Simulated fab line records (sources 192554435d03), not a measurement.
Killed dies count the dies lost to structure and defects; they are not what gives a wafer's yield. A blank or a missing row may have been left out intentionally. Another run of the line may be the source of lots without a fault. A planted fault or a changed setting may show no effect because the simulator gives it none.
One fault through the eyes of 2 desks :: flow n5 finfet :: what lay behind the numbers comes last; until then each desk has only its own

## FROM THE METROLOGY DESK
What the gauges read for every lot (on any tool): the sampled wafers with a number, averaged. A lot is out of limits, marked OUT, if its mean lies more than 4 standard deviations from the usual mean; the brackets give that distance. Only the readings that lie furthest out on some lot appear, 7 of the 12 it has.
Columns: A = DIBL_P at N5_BEOL_M4_RC_MEAS_101, usual 36.2 mV/V; B = IOFF_P at N5_BEOL_M4_RC_MEAS_101, usual 0.21 nA/um; C = ION_P at N5_BEOL_M4_RC_MEAS_101, usual 463 uA/um; D = SS_N at N5_BEOL_M4_RC_MEAS_101, usual 71.6 mV/dec; E = SS_P at N5_BEOL_M4_RC_MEAS_101, usual 73.3 mV/dec; F = VT_N at N5_BEOL_M4_RC_MEAS_101, usual 250 mV; G = VT_P at N5_BEOL_M4_RC_MEAS_101, usual -251 mV
lot: L446
first seen here: day 4 05:55
A: 34.6
B: 0.17
C: 455
D: 71.6
E: 73.0
F: 249
G: -255

lot: L447
first seen here: day 4 10:29
A: 35.6
B: 0.17
C: 457
D: 71.3
E: 73.1
F: 253
G: -256

lot: L450
first seen here: day 5 04:49
A: 33.0
B: 0.17
C: 462
D: 70.7
E: 72.3
F: 253
G: -251

lot: L456
first seen here: day 6 19:04
A: 36.7
B: 0.26
C: 476
D: 71.7
E: 73.3
F: 247
G: -246

lot: L458
first seen here: day 7 05:31
A: 34.8
B: 0.18
C: 458
D: 71.1
E: 72.7
F: 254
G: -253

lot: L461
first seen here: day 7 22:30
A: 37.4
B: 0.22
C: 466
D: 72.0
E: 73.9
F: 252
G: -249
This desk found nothing out of limits on any of the 6 lots.

## AT THE TOOL OWNER'S DESK: rie diel-03
The tool's own readings at N5_DUMMY_GATE_ETCH_42 (etches SiO2 in CHF3/O2, target depth 3.5 nm, time 31 s): means of the sampled wafers that have a number, for each lot that ran on this tool. A lot is out of limits, marked OUT, if its mean lies more than 4 standard deviations from the usual mean; the brackets give that distance.
Columns: A = drypump motor current A at N5_DUMMY_GATE_ETCH_42, usual 5.80 A; B = oes product au at N5_DUMMY_GATE_ETCH_42, usual 0.80 a.u.; C = rf vpp V at N5_DUMMY_GATE_ETCH_42, usual 42.5 V; D = showerhead plenum p Torr at N5_DUMMY_GATE_ETCH_42, usual 2.44 Torr; E = throttle valve pct at N5_DUMMY_GATE_ETCH_42, usual 18.70 %
lot: L447
first seen here: day 4 11:01
A: 5.91
B: 0.87
C: 42.6
D: 2.56
E: 18.43

lot: L456
first seen here: day 6 19:38
A: 5.61
B: 0.72
C: 44.6
D: 2.45
E: 18.62

lot: L461
first seen here: day 7 23:03
A: 5.92
B: 0.68
C: 42.1
D: 2.55
E: 18.46
This desk found nothing out of limits on any of the 3 lots.

## TAKEN TOGETHER
The metrology desk saw nothing out of limits.
The desk of the tool owner found nothing out of limits.

## WHAT THE SIMULATOR HAD PUT IN
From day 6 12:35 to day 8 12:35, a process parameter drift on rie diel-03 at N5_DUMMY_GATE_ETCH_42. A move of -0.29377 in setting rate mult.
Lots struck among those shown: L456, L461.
